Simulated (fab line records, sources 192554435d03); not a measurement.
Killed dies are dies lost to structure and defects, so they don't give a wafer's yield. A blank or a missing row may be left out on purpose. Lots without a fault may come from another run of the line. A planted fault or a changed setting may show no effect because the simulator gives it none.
fab line records | flow n5_finfet
record lots=7 wafers=21
route steps=1938 shown SD_EPI_N@267 SDB@361 HKMG_FIN@386 MOL_CONTACT_COAG@535 BEOL_M0_SAQP@636
start_h: hours from the record's first day to the start of the lot's first wafer shown | wait_h: hours since the lot's step before | " the same as in the row above | L1.1+2: a row that stands for several wafers | - no value, or no start given | * or withheld: withheld | < > ~ a bound
route shown NAME@n: a module of which the file shows steps, and the number in the route of the first | usual: mean/standard deviation of fault-free wafers | same: alike in all rows | chamber/n: place in a boat | sites: the reading at each site | _std_site: their standard deviation | _edge_site: outer sites' mean less inner sites' | radius_mm: how far each site lies from the wafer's centre | mask NAME#n: copy n | behind: the tool/chamber that last shaped the wafer | hold: why the lot was held/for how many hours/how that ended | device: the transistor (n, p or np) that didn't switch | end of line: the same wafers' tests at the end of the route | a step without rows: its recipe alone | killed: dies lost to structure and defects at the first sort, not the wafer's yield | map: a wafer's dies, x killed, . not, _ none there
set.NAME: the setting as run; set.NAME@STEP: as run at that earlier step | model.NAME: the simulator's own value behind a step, which no gauge read
lots whose settings were changed on purpose; a table a step, a row a wafer
## steps
# step N5_SD_EPI_N_EXPOSE_06
# recipe mask_id=SD_N_BLK na=1.35 source_shape=conventional sigma_outer=0.8 polarization=unpolarized target_cd_nm=120 dose_mj=39.75
# columns lot.wafer tool chamber start_h wait_h mask set.dose_mj
L077.2+4 arfi_scanner-02 0 75.43 - SD_N_BLK#0 39.75
L077.5 " 0 " " SD_N_BLK#0 42.17
L082.1 arfi_scanner-01 0 96.67 - SD_N_BLK#0 38.65
L082.2+4 " 0 " " SD_N_BLK#0 39.75
L083.2+4+5 arfi_scanner-03 0 101.89 - SD_N_BLK#0 40.92
L086.1+3+5 arfi_scanner-01 0 124.66 - SD_N_BLK#0 39.75
L087.1+2+4 arfi_scanner-01 0 126.81 - SD_N_BLK#0 39.75
L090.2+3 arfi_scanner-02 0 149.57 - SD_N_BLK#0 39.75
L090.5 " 0 " " SD_N_BLK#0 38.21
L092.1+2+4 arfi_scanner-01 0 160.93 - SD_N_BLK#0 39.75
# step N5_SD_EPI_N_PEB_07
# recipe peb_temp_c=110 peb_time_s=60 resist=CAR-ArF-block
# step N5_SD_EPI_N_DEVELOP_08
# recipe develop_time_s=30 developer=TMAH resist=CAR-ArF-block dev_temp_c=23 rinse_liquid=diw dry=air_spin
# step N5_SD_EPI_N_CD_MEAS_09
# recipe target_cd_nm=120 landing_energy_ev=500 detector=se_inlens
# usual cd_nm=120.0/0.84
# columns lot.wafer tool chamber start_h wait_h set.dose_mj@SD_EPI_N_EXPOSE_06 cd_nm
L077.2 cd_sem-03 0 75.55 - 39.75 121.2
L077.4 " 0 " " 39.75 120.5
L077.5 " 0 " " 42.17 123.9
L082.1 cd_sem-02 0 96.80 - 38.65 117.2
L082.2 " 0 " " 39.75 118.8
L082.4 " 0 " " 39.75 118.2
L083.2 cd_sem-02 0 102.01 - 40.92 123.5
L083.4 " 0 " " 40.92 123.1
L083.5 " 0 " " 40.92 123.5
L086.1 cd_sem-01 0 124.78 - 39.75 120.6
L086.3 " 0 " " 39.75 120.7
L086.5 " 0 " " 39.75 120.7
L087.1 cd_sem-03 0 126.93 - 39.75 120.9
L087.2 " 0 " " 39.75 120.1
L087.4 " 0 " " 39.75 121.5
L090.2 cd_sem-03 0 149.69 - 39.75 119.3
L090.3 " 0 " " 39.75 119.3
L090.5 " 0 " " 38.21 116.0
L092.1 cd_sem-02 0 161.05 - 39.75 118.6
L092.2 " 0 " " 39.75 118.8
L092.4 " 0 " " 39.75 120.0
# step N5_SD_EPI_N_DESCUM_14
# recipe chemistry=O2 time_s=7.9 source_power_w=50 bias_power_w=20 pressure_mtorr=20 rf_frequency_hz=2.712e+07 temp_c=40 resist=CAR-ArF-block o2_flow_sccm=225
# columns lot.wafer tool chamber start_h wait_h set.dose_mj@SD_EPI_N_EXPOSE_06 model.SD_EPI_N.cd_nm
L077.2 rie_diel-04 2 75.63 0.0 39.75 121
L077.4 " 1 " " 39.75 120.6
L077.5 " 0 " " 42.17 124.2
L082.1 rie_diel-03 1 96.88 0.0 38.65 117.4
L082.2 " 2 " " 39.75 118.6
L082.4 " 0 " " 39.75 118.4
L083.2 rie_diel-04 3 102.10 0.0 40.92 123.4
L083.4 " 0 " " 40.92 123.2
L083.5 " 0 " " 40.92 123.6
L086.1 rie_diel-03 3 125.00 0.2 39.75 120.6
L086.3+5 " 0 " " 39.75 120.8
L087.1 rie_diel-03 2 127.05 0.1 39.75 121
L087.2 " 3 " " 39.75 120.4
L087.4 " 0 " " 39.75 121.6
L090.2 rie_diel-05 0 149.88 0.1 39.75 119.2
L090.3 " 3 " " 39.75 119.4
L090.5 " 1 " " 38.21 115.6
L092.1 rie_diel-05 2 161.52 0.4 39.75 119
L092.2 " 0 " " 39.75 119.2
L092.4 " 3 " " 39.75 120
# step N5_SD_EPI_N_ETCH_34
# recipe chemistry=CF4 target=SiARC target_depth_a=455 mask_material=CAR-ArF-block time_s=75.8 ion_energy_ev=80 pressure_mtorr=40 source_w=545 bias_w=36 Ar_flow_sccm=100 cf4_flow_sccm=100 ends=cleared
# columns lot.wafer tool chamber start_h wait_h set.spin_rpm@SD_EPI_N_COAT_33 set.dose_mj@SD_EPI_N_EXPOSE_06 model.SD_EPI_N.cd_nm model.etch.depth_nm model.CAR-ArF-block_of_SD_EPI_N_COAT_03.thk_nm
L077.2 rie_diel-04 2 75.67 0.0 1500 39.75 121 35.01 111.2
L077.4 " 1 " " 1500 39.75 120.8 35.08 111
L077.5 " 0 " " 1500 42.17 124.4 35.09 110.8
L082.1 rie_diel-03 1 96.92 0.0 1500 38.65 117 34.98 111
L082.2 " 2 " " 1374 39.75 118.8 36.34 110.2
L082.4 " 0 " " 1500 39.75 118.4 34.99 111.2
L083.2 rie_diel-04 3 102.13 0.0 1500 40.92 123.6 35.01 111.4
L083.4 " 0 " " 1618 40.92 123.4 33.8 112.2
L083.5 " 0 " " 1500 40.92 123.8 35.09 111.2
L086.1 rie_diel-03 3 125.04 0.0 1500 39.75 120.8 35.01 111
L086.3 " 0 " " 1414 39.75 121 36.21 109.6
L086.5 " 0 " " 1414 39.75 121 36.01 109.8
L087.1 rie_diel-03 2 127.08 0.0 1500 39.75 120.8 34.89 110.6
L087.2 " 3 " " 1500 39.75 120.4 35.07 110.6
L087.4 " 0 " " 1500 39.75 121.6 34.95 110.8
L090.2 rie_diel-05 0 149.92 0.0 1416 39.75 119.2 36.11 109.4
L090.3 " 3 " " 1500 39.75 119.4 35.12 110.2
L090.5 " 1 " " 1416 38.21 115.8 36.11 109.6
L092.1 rie_diel-05 2 161.55 0.0 1500 39.75 118.8 35.07 110.8
L092.2 " 0 " " 1500 39.75 119.2 35.16 110.8
L092.4 " 3 " " 1500 39.75 120.2 35.14 110.6
# step N5_SDB_ETCH_18
# recipe chemistry=N2/H2 target=SOC target_depth_a=1000 overetch_a=200 mask_material=SiARC temp_c=40 time_s=150 ion_energy_ev=200 pressure_mtorr=30 source_w=840 bias_w=150 n2_flow_sccm=200 h2_flow_sccm=200
# usual rf_vpp_V=523/3
# columns lot.wafer tool chamber start_h wait_h set.source_w rf_vpp_V
L077.2 rie_diel-04 2 92.93 0.0 840 524
L077.4 " 3 " " 840 521
L077.5 " 0 " " 970.7 501
L082.1 rie_diel-03 0 113.18 0.0 985.8 495
L082.2 " 3 " " 840 517
L082.4 " 1 " " 985.8 499
L083.2 rie_diel-03 0 119.14 0.0 840 524
L083.4 " 0 " " 840 522
L083.5 " 1 " " 840 525
L086.1 rie_diel-04 1 141.93 0.0 840 527
L086.3 " 0 " " 840 527
L086.5 " 2 " " 840 523
L087.1 rie_diel-03 0 144.42 0.0 840 521
L087.2 " 2 " " 840 522
L087.4 " 1 " " 840 527
L090.2 rie_diel-04 0 165.99 0.0 840 529
L090.3 " 2 " " 840 523
L090.5 " 1 " " 840 527
L092.1 rie_diel-03 3 181.29 0.0 840 518
L092.2 " 1 " " 840 526
L092.4 " 0 " " 840 522
# step N5_HKMG_FIN_HK_ALD_01
# recipe material=HfO2 target_thk_a=16 temp_c=withheld ald_precursor_family=HfCl4 ald_co_reactant=H2O pulse_time_s=3 purge_time_s=3 co_reactant_purge_time_s=2.5 co_reactant_pulse_time_s=0.3 ald_cycles=30
# columns lot.wafer tool chamber start_h wait_h set.ald_cycles
L077.2+4+5 ald_hk-02 0,1,1 98.14 0.0 30
L082.1+2 ald_hk-01 0,2 118.07 0.0 30
L082.4 " 1 " " 25
L083.2+4+5 ald_hk-02 2,1,0 123.50 0.0 30
L086.1+3+5 ald_hk-03 0,2,0 146.32 0.0 30
L087.1+4 ald_hk-03 3,1 149.30 0.0 30
L087.2 " 0 " " 33
L090.2+3+5 ald_hk-02 1,0,2 170.82 0.0 30
L092.1+2+4 ald_hk-01 3,0,2 185.76 0.0 30
# step N5_HKMG_FIN_DEVELOP_48
# recipe develop_time_s=30 developer=TMAH resist=CAR-ArF rinse_liquid=diw dry=air_spin dev_temp_c=23
# columns lot.wafer tool chamber start_h wait_h set.develop_time_s
L077.2+5 litho_track-03 0 - - 31.76
L077.4 " 0 " " 30
L082.1 litho_track-01 0 - - 30
L082.2+4 " 0 " " 34.42
L083.2+4 litho_track-01 0 - - 30
L083.5 " 0 " " 27.31
L086.1+3+5 litho_track-03 0 - - 30
L087.1+4 litho_track-05 0 - - 27.98
L087.2 " 0 " " 30
L090.2+5 litho_track-03 0 - - 30
L090.3 " 0 " " 27.91
L092.1+2+4 litho_track-03 0 - - 30
# step N5_HKMG_FIN_WET_ETCH_82
# recipe chemistry=dHCl mix=1:10000 temp_c=25 target=La2O3 stop_on=HfO2 target_depth_nm=2 dry=ipa_marangoni rinse_time_s=30 rinse_temp_c=23
# step N5_HKMG_FIN_ALD_36
# recipe material=TiN target_thk_a=10 temp_c=400 ald_precursor_family=TiCl4 ald_co_reactant=NH3 pulse_time_s=1 purge_time_s=3 co_reactant_purge_time_s=2 co_reactant_pulse_time_s=2 ald_cycles=47 pressure_torr=3
# step N5_HKMG_FIN_THK_MEAS_70
# recipe thk_meas_gauge=xrf reads=HfO2_of_HKMG_FIN_HK_ALD_01
# usual HK_THK=1.613/0.019
# columns lot.wafer tool chamber start_h wait_h set.ald_cycles@HKMG_FIN_HK_ALD_01 HK_THK[nm]
L077.2 film_metro-02 - 102.15 0.2 30 1.584
L077.4 " - " " 30 1.611
L077.5 " - " " 30 1.619
L082.1 film_metro-02 - 121.93 0.2 30 1.639
L082.2 " - " " 30 1.609
L082.4 " - " " 25 1.356
L083.2 film_metro-02 - 127.22 0.2 30 1.633
L083.4 " - " " 30 1.580
L083.5 " - " " 30 1.609
L086.1 film_metro-01 - 149.64 0.2 30 1.628
L086.3 " - " " 30 1.620
L086.5 " - " " 30 1.638
L087.1 film_metro-02 - 153.01 0.2 30 1.613
L087.2 " - " " 33 1.798
L087.4 " - " " 30 1.645
L090.2 film_metro-01 - 174.29 0.2 30 1.630
L090.3 " - " " 30 1.612
L090.5 " - " " 30 1.611
L092.1 film_metro-02 - 189.20 0.2 30 1.649
L092.2 " - " " 30 1.630
L092.4 " - " " 30 1.627
# step N5_HKMG_FIN_COAT_85
# recipe resist=SOC temp_c=250 time_s=60 spin_rpm=1500 resist_thk_nm=300
# columns lot.wafer tool chamber start_h wait_h set.spin_rpm model.SOC_of_HKMG_FIN_COAT_85.thk_nm
L077.2+4+5 litho_track-03 0 104.37 0.2 1500 301.4
L082.1 litho_track-05 0 124.02 0.2 1500 300.6
L082.2 " 0 " " 1500 300.4
L082.4 " 0 " " 1500 300.2
L083.2 litho_track-01 0 129.48 0.2 1500 300.6
L083.4 " 0 " " 1456 304.6
L083.5 " 0 " " 1456 306.6
L086.1 litho_track-05 0 152.57 0.2 1360 316.2
L086.3 " 0 " " 1360 316
L086.5 " 0 " " 1500 301.8
L087.1 litho_track-01 0 155.23 0.2 1500 300
L087.2+4 " 0 " " 1500 300.2
L090.2 litho_track-05 0 176.39 0.2 1500 302.4
L090.3 " 0 " " 1425 310.4
L090.5 " 0 " " 1425 309.8
L092.1 litho_track-05 0 191.41 0.2 1500 302
L092.2+4 " 0 " " 1500 302.2
# step N5_MOL_CONTACT_COAG_CONTACT_ETCH_14
# recipe chemistry=C4F6/O2 target=SiO2 target_depth_a=275 overetch_a=85 mask_material=SOC pressure_mtorr=30 source_w=370 bias_w=185 Ar_flow_sccm=300 C4F6_flow_sccm=16 O2_flow_sccm=10 time_s=20 ion_energy_ev=259.6
# usual rf_vpp_V=692/3.7
# columns lot.wafer tool chamber start_h wait_h set.source_w rf_vpp_V
L077.2 rie_diel-05 0 115.47 0.0 416.2 668
L077.4 " 2 " " 370 694
L077.5 " 3 " " 370 691
L082.1 rie_diel-04 3 135.49 0.0 370 687
L082.2 " 2 " " 370 691
L082.4 " 1 " " 370 698
L083.2 rie_diel-05 1 140.52 0.0 370 690
L083.4 " 3 " " 370 690
L083.5 " 2 " " 435.6 655
L086.1 rie_diel-03 0 164.50 0.0 370 690
L086.3 " 2 " " 370 691
L086.5 " 1 " " 370 696
L087.1 rie_diel-05 3 166.86 0.0 370 690
L087.2 " 2 " " 370 693
L087.4 " 1 " " 370 690
L090.2 rie_diel-04 2 188.80 0.0 370 692
L090.3 " 0 " " 418.3 669
L090.5 " 1 " " 418.3 669
L092.1 rie_diel-03 0 202.97 0.0 370 688
L092.2 " 3 " " 370 684
L092.4 " 1 " " 370 695
# step N5_MOL_CONTACT_COAG_CMP_23
# recipe stop_on=SiO2 t_overpolish_s=1.5 post_cmp_clean=cu_alkaline down_force_psi=2 platen_rpm=50.289 pad_velocity_m_s=1.0006 target_thk_nm=0
# columns lot.wafer tool chamber start_h wait_h set.down_force_psi model.SiNx_of_GATE_CUT_SAC_CAP_01.thk_nm
L077.4 cmp-02 3 122.59 0.0 2 18.2
L077.2 " 0 " " 2.276 18
L077.5 " 3 " " 2.276 17.8
L082.1+4 cmp-02 1,0 143.26 0.0 2 18.2
L082.2 " 3 " " 1.852 18.4
L083.4 cmp-01 3 145.52 0.0 2.423 18
L083.2 " 2 " " 2.423 17.8
L083.5 " 0 " " 2 18.2
L086.1+5 cmp-01 1 169.22 0.0 1.809 18.6
L086.3 " 3 " " 2 18.4
L087.2+4 cmp-01 1,0 172.74 0.0 2.355 17.8
L087.1 " 2 " " 2 18.2
L090.2+3 cmp-04 2,3 195.35 0.0 1.815 18.4
L090.5 " 3 " " 2 18.2
L092.2+4 cmp-04 1,2 209.22 0.0 2 18.2
L092.1 " 0 " " 2 18.4
# step N5_MOL_CONTACT_COAG_WET_ETCH_26
# recipe target=Co target_depth_nm=13
# columns lot.wafer tool chamber start_h wait_h set.down_force_psi@MOL_CONTACT_COAG_CMP_23 model.SiNx_of_GATE_CUT_SAC_CAP_01.thk_nm
L077.2+5 wet_bench-04 1,3 122.94 0.0 2.276 17.8
L077.4 " 6 " " 2 18.2
L082.1+4 wet_bench-05 1,5 143.61 0.0 2 18.2
L082.2 " 3 " " 1.852 18.4
L083.2+4 wet_bench-05 5,0 145.87 0.0 2.423 17.8
L083.5 " 3 " " 2 18.2
L086.1 wet_bench-05 5 169.59 0.0 1.809 18.4
L086.3 " 3 " " 2 18.4
L086.5 " 4 " " 1.809 18.6
L087.1 wet_bench-05 6 173.09 0.0 2 18.2
L087.2+4 " 5,0 " " 2.355 17.8
L090.2+3 wet_bench-03 2,5 195.70 0.0 1.815 18.4
L090.5 " 1 " " 2 18.2
L092.1 wet_bench-04 4 209.57 0.0 2 18.4
L092.2 " 3 " " 2 18
L092.4 " 6 " " 2 18.2
# step N5_MOL_CONTACT_COAG_ALD_27
# recipe material=SiOC target_thk_a=170 temp_c=400 ald_precursor_family=carbosiloxane ald_co_reactant=H2-plasma pulse_time_s=1.5 time_s=2720 purge_time_s=2 co_reactant_purge_time_s=2 ald_cycles=340 pressure_torr=2
# columns lot.wafer tool chamber start_h wait_h set.time_s model.SiOC_of_MOL_CONTACT_COAG_ALD_27.thk_nm
L077.2+4+5 ald_sin-04 1,3,3 123.41 0.0 2263 14.2
L082.1 ald_sin-04 2 144.38 0.3 2720 17.2
L082.2 " 3 " " 2308 14.6
L082.4 " 1 " " 2308 14.4
L083.2+5 ald_sin-02 0,2 146.34 0.0 2910 17
L083.4 " 1 " " 2720 17
L086.1 ald_sin-01 3 170.06 0.0 2720 16.8
L086.3+5 " 0,1 " " 2720 17
L087.1+2 ald_sin-02 0,3 173.56 0.0 2360 14.8
L087.4 " 2 " " 2720 17.2
L090.2 ald_sin-04 2 196.29 0.2 2144 13.6
L090.3 " 0 " " 2720 17
L090.5 " 1 " " 2144 13.4
L092.1 ald_sin-02 0 210.04 0.0 2720 17.2
L092.2+4 " 1,3 " " 2720 17
# step N5_MOL_CONTACT_COAG_CMP_28
# recipe stop_on=SiNx t_overpolish_s=0.85 post_cmp_clean=alkaline_brush down_force_psi=4.15 platen_rpm=51.8 pad_velocity_m_s=1.0307 target_thk_nm=14.522
# step N5_MOL_CONTACT_COAG_THK_MEAS_29
# recipe reads=SiNx_of_GATE_CUT_PECVD_57+SiNx_of_GATE_CUT_SAC_CAP_01
# usual MD_CAP_THK=17.91/0.076
# columns lot.wafer tool chamber start_h wait_h set.down_force_psi@MOL_CONTACT_COAG_CMP_23 MD_CAP_THK[nm]
L077.2 film_metro-01 - 125.37 - 2.276 17.55
L077.4 " - " " 2 17.91
L077.5 " - " " 2.276 17.52
L082.1 film_metro-02 - 146.25 - 2 17.87
L082.2 " - " " 1.852 18.12
L082.4 " - " " 2 17.91
L083.2 film_metro-02 - 148.20 - 2.423 17.49
L083.4 " - " " 2.423 17.56
L083.5 " - " " 2 17.92
L086.1 film_metro-02 - 171.92 - 1.809 18.12
L086.3 " - " " 2 18.08
L086.5 " - " " 1.809 18.24
L087.1 film_metro-02 - 175.42 - 2 17.80
L087.2 " - " " 2.355 17.43
L087.4 " - " " 2.355 17.50
L090.2 film_metro-02 - 198.15 - 1.815 18.06
L090.3 " - " " 1.815 17.95
L090.5 " - " " 2 17.90
L092.1 film_metro-02 - 211.90 - 2 18.00
L092.2 " - " " 2 17.76
L092.4 " - " " 2 17.93
# step N5_MOL_CONTACT_COAG_ALD_123
# recipe material=SiNx target_thk_a=50 temp_c=400 ald_precursor_family=SiH2I2 ald_co_reactant=N2/H2-plasma pulse_time_s=1 purge_time_s=2 co_reactant_purge_time_s=2 ald_cycles=100 pressure_torr=2
# step N5_MOL_CONTACT_COAG_PECVD_31
# recipe material=SiO2 target_thk_a=460 temp_c=400 precursor=TEOS/O2 pressure_torr=6.5 rf_w=withheld teos_flow_sccm=withheld gas=O2 flow_sccm=2650 time_s=8.9
# step N5_MOL_CONTACT_COAG_VIA_ETCH_46
# recipe chemistry=C4F6/O2 target_depth_a=460 overetch_a=92 mask_material=SOC target=SiO2 bias_w=455 pressure_mtorr=10 time_s=40 source_w=325 Ar_flow_sccm=300 C4F6_flow_sccm=10 O2_flow_sccm=10 ion_energy_ev=575.3 ends=end_point
# step N5_MOL_CONTACT_COAG_STRIP_96
# recipe chemistry=N2/H2 power_w=500 temp_c=40 pressure_mtorr=50 rf_frequency_hz=6e+07 overash_fraction=0.3 bias_power_w=28 h2_frac=0.5 n2_flow_sccm=300 h2_flow_sccm=300
# step N5_MOL_CONTACT_COAG_ETCH_47
# recipe chemistry=CH3F/O2 target=SiNx target_depth_a=270 mask_material=SiO2 stop_on=W over_etch_frac=0.2 ion_energy_ev=120 endpoint=OES-CN pressure_mtorr=30 source_w=395 bias_w=73 Ar_flow_sccm=150 CH3F_flow_sccm=30 O2_flow_sccm=20 ends=end_point
# columns lot.wafer tool chamber start_h wait_h set.down_force_psi@MOL_CONTACT_COAG_CMP_23 model.etch.depth_nm
L077.2 rie_diel-05 3 127.31 0.0 2.276 17.59
L077.4 " 1 " " 2 17.92
L077.5 " 3 " " 2.276 17.51
L082.1 rie_diel-05 2 148.29 0.0 2 17.9
L082.2 " 0 " " 1.852 18.1
L082.4 " 1 " " 2 17.96
L083.2 rie_diel-04 2 149.90 0.0 2.423 17.48
L083.4 " 2 " " 2.423 17.57
L083.5 " 0 " " 2 17.93
L086.1 rie_diel-03 0 173.62 0.0 1.809 18.16
L086.3 " 3 " " 2 18.09
L086.5 " 1 " " 1.809 18.26
L087.1 rie_diel-04 1 177.24 0.0 2 17.83
L087.2 " 2 " " 2.355 17.44
L087.4 " 0 " " 2.355 17.55
L090.2 rie_diel-03 1 199.92 0.0 1.815 18.09
L090.3 " 3 " " 1.815 18.01
L090.5 " 0 " " 2 17.92
L092.1 rie_diel-05 3 214.05 0.0 2 18.01
L092.2 " 1 " " 2 17.8
L092.4 " 0 " " 2 17.89
# step N5_BEOL_M0_SAQP_PECVD_96
# recipe material=a-Si target_thk_a=450 temp_c=350 precursor=SiH4/He pressure_torr=3 rf_w=100 time_s=45.2
# columns lot.wafer tool chamber start_h wait_h set.time_s model.a-Si_of_BEOL_M0_SAQP_PECVD_96.thk_nm
L077.2+5 pecvd-03 2,1 133.92 0.0 45.2 44.8
L077.4 " 2 " " 45.2 45.4
L082.1 pecvd-04 0 155.44 0.0 48.41 47.2
L082.2+4 " 1,0 " " 45.2 44.6
L083.2 pecvd-04 1 157.61 0.0 45.2 44.2
L083.4 " 2 " " 47.08 47.2
L083.5 " 1 " " 47.08 46.4
L086.1 pecvd-04 1 181.37 0.0 45.2 44.8
L086.3 " 2 " " 45.2 44.6
L086.5 " 0 " " 45.2 45
L087.1 pecvd-03 1 184.19 0.0 47.28 47
L087.2 " 2 " " 45.2 45.4
L087.4 " 0 " " 45.2 45.8
L090.2 pecvd-03 0 206.37 0.0 45.2 45
L090.3 " 2 " " 45.2 44.6
L090.5 " 2 " " 47.86 48
L092.1+4 pecvd-04 1,0 220.94 0.0 45.2 44.6
L092.2 " 0 " " 45.2 44.4
## key
split step=N5_SD_EPI_N_EXPOSE_06 setting=dose_mj stated=39.75 by=wafer
response step=N5_SD_EPI_N_CD_MEAS_09 reading=cd_nm change=+0.586 per=1% r=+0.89
response step=N5_SD_EPI_N_DESCUM_14 reading=model.SD_EPI_N.cd_nm change=+0.637 per=1% r=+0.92
response step=N5_SD_EPI_N_ETCH_34 reading=model.SD_EPI_N.cd_nm change=+0.658 per=1% r=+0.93
split step=N5_SDB_ETCH_18 setting=source_w stated=840 by=wafer
response step=N5_SDB_ETCH_18 reading=rf_vpp_V change=-1.25 per=1% r=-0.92
split step=N5_HKMG_FIN_HK_ALD_01 setting=ald_cycles stated=30 by=wafer
response step=N5_HKMG_FIN_THK_MEAS_70 reading=HK_THK change=+0.0163 per=1% r=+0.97
split step=N5_HKMG_FIN_DEVELOP_48 setting=develop_time_s stated=30 by=wafer
response none clear
split step=N5_HKMG_FIN_COAT_85 setting=spin_rpm stated=1500 by=wafer
response step=N5_HKMG_FIN_COAT_85 reading=model.SOC_of_HKMG_FIN_COAT_85.thk_nm change=-1.55 per=1% r=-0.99
split step=N5_MOL_CONTACT_COAG_CONTACT_ETCH_14 setting=source_w stated=370 by=wafer
response step=N5_MOL_CONTACT_COAG_CONTACT_ETCH_14 reading=rf_vpp_V change=-1.91 per=1% r=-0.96
split step=N5_MOL_CONTACT_COAG_CMP_23 setting=down_force_psi stated=2 by=wafer
response step=N5_MOL_CONTACT_COAG_CMP_23 reading=model.SiNx_of_GATE_CUT_SAC_CAP_01.thk_nm change=-0.0193 per=1% r=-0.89
response step=N5_MOL_CONTACT_COAG_WET_ETCH_26 reading=model.SiNx_of_GATE_CUT_SAC_CAP_01.thk_nm change=-0.0214 per=1% r=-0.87
response step=N5_MOL_CONTACT_COAG_THK_MEAS_29 reading=MD_CAP_THK change=-0.0195 per=1% r=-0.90
response step=N5_MOL_CONTACT_COAG_ETCH_47 reading=model.etch.depth_nm change=-0.0197 per=1% r=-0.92
split step=N5_MOL_CONTACT_COAG_ALD_27 setting=time_s stated=2720 by=wafer
response step=N5_MOL_CONTACT_COAG_ALD_27 reading=model.SiOC_of_MOL_CONTACT_COAG_ALD_27.thk_nm change=+0.163 per=1% r=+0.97
split step=N5_BEOL_M0_SAQP_PECVD_96 setting=time_s stated=45.2 by=wafer
response step=N5_BEOL_M0_SAQP_PECVD_96 reading=model.a-Si_of_BEOL_M0_SAQP_PECVD_96.thk_nm change=+0.442 per=1% r=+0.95
split outside_this_file step=N5_SD_EPI_N_COAT_33 setting=spin_rpm
# split outside_this_file: this setting was split too, and the file shows its column; the key of that split is in another file
